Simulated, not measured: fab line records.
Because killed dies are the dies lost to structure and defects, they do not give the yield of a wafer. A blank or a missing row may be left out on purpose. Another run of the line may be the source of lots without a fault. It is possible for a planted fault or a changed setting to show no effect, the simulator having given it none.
Problem report, 8D (eight disciplines) form, completed by code || flow n5Finfet || the parts of the form that need people (team, actions taken, sign-off) are left out

== 1. WHAT WENT WRONG ==
RS_NWELL at N5_BEOL_M4_RC_MEAS_101 reads a mean of 891 ohm/sq on 9 wafers of 3 lots; wafers without a fault read 1037 ohm/sq with a standard deviation of 6.6. That is -22 standard deviations from the usual mean.
The first sign was on wafer L561.1 at day 9 21:07, on prober-01. The record holds 27 wafers of 9 lots with a number at this step. Rule for "out" (also "out of limits"): further than 4 standard deviations from the usual mean. The rest of the wafers with a number are treated as sound.

== 2. WHAT IT IS, AND WHAT IT ISN'T ==
{"question": "which readings at this step", "is": "RS_NWELL", "is not": "DIBL_N, DIBL_P, IOFF_N, IOFF_P, SS_P, VT_P"}
{"question": "which lots", "is": "L561, L564, L565", "is not": "L554, L555, L566, L573, L575, L576"}
{"question": "which wafers of those lots", "is": "all that have a number", "is not": "-"}
{"question": "read on which gauges", "is": "prober-01, prober-02", "is not": "-"}
{"question": "when", "is": "from day 9 21:07", "is not": "up to then (6 sound wafers); but 12 sound wafers of L566, L573, L575, L576 came after"}

== 3. SUSPECTS, AND WHAT RULES EACH OUT ==
Counting: a tool stays on the suspect list if, at a process step up to the reading, it processed all lots that are out and no sound lot following the first of them.
- the gauge at N5_BEOL_M4_RC_MEAS_101 has been ruled out. Those wafers that are out were read across 2 gauges (prober-01, prober-02).
- implanter-02 at N5_WELL_APT_IMPLANT_14: ruled out as a lasting fault. Sound lots L575 ran on it after its first lot that is out, L561 (day 3 13:48).
Left after counting: nothing in the record.

== 4. THE CAUSE (what the simulator had put in) ==
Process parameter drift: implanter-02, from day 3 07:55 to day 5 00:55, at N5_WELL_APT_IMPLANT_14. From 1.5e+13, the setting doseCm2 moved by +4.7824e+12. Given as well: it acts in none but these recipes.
Counting ruled it out, wrongly: the rule takes a fault to strike every lot that its tool runs from its start on, and this one did not.

== 5. THE EFFECT CHAIN, in route order ==
Each row: a reading where the mean over the struck wafers with a number is more than 3 standard deviations away from the usual. Scope: only readings with a usual standard deviation given in the record; hours: median across lots of the time from each lot's start at the first step in this table that gives one to its start at this step; sigmas: change in usual standard deviations.
{"hours": 0, "step": "N5_WELL_APT_IMPLANT_14", "reading": "doseIonsCm2", "usual": 1.5002e+13, "on struck wafers": 1.9798e+13, "change": "+4.7962e+12", "sigmas": "+99 or more"}
{"hours": 0, "step": "N5_WELL_APT_IMPLANT_14", "reading": "faradayCurrentUA", "usual": 190, "on struck wafers": 251, "change": "+61", "sigmas": "+18"}
{"hours": 160, "step": "N5_BEOL_M4_RC_MEAS_101", "reading": "RS_NWELL", "usual": "1037 ohm/sq", "on struck wafers": 891, "change": -146, "sigmas": -22}
Here are the process steps it includes:
- N5_WELL_APT_IMPLANT_14

== 6. HOW IT WOULD HAVE BEEN CAUGHT EARLIER ==
The first out-of-limits reading at a measuring or inspecting step in this record came at day 9 21:07, 157 hours after the fault's start at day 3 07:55.
Tool's own readings at N5_WELL_APT_IMPLANT_14, doseIonsCm2, faradayCurrentUA: out on all struck wafers the step has rows for; an alarm limit on them would have tripped on the first.
